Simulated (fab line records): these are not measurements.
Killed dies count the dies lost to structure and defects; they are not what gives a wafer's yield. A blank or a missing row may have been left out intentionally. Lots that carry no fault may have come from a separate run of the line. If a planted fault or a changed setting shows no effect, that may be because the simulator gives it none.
Matching of chambers | flow n5_finfet | 4 sister chambers for N5_HKMG_FIN_ALD_74 on ald_hk-02
The step deposits La2O3, target thk 0.5 nm, pulse time 6 s, co reactant pulse time 1 s. 4 wafers are shown with their chamber, then 7 later ones without.

== WAFERS WITH THEIR CHAMBER ==
wafer  | chamber | heater_power_w (W)
L081.6 | 3       | 416
L086.5 | 0       | 292
L089.2 | 1       | 359
L089.3 | 2       | 380

== WAFERS WITHOUT THEIR CHAMBER ==
wafer  | heater_power_w (W)
L089.5 | 358
L091.1 | 351
L091.4 | 287
L091.6 | 374
L092.2 | 353
L092.3 | 414
L092.6 | 388

== CHAMBER TAKEN BY EACH ==
wafer  | from the rows above     | in truth
L089.5 | 1                       | 1
L091.1 | 1                       | 1
L091.4 | 0                       | 0
L091.6 | can't be placed: 2 or 1 | 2
L092.2 | 1                       | 1
L092.3 | 3                       | 3
L092.6 | 2                       | 2
Correct placement for 6 of the 7. Not placeable from these rows: 1 (in 1, the candidates include the true chamber). Wrongly placed: 0.
How it was worked out, from the rows above alone: a wafer's distance from a chamber is the root of the sum, over the readings, of the square of ((its reading less the chamber's mean) divided by the reading's scatter). The wafer belongs to the nearest chamber; if the next one is less than 2 further off, it can't be placed. For every chamber, the mean is computed from those of its wafers that are shown. The scatter: root of mean squared gap, hidden wafer to nearest shown wafer, with one shown wafer a chamber.
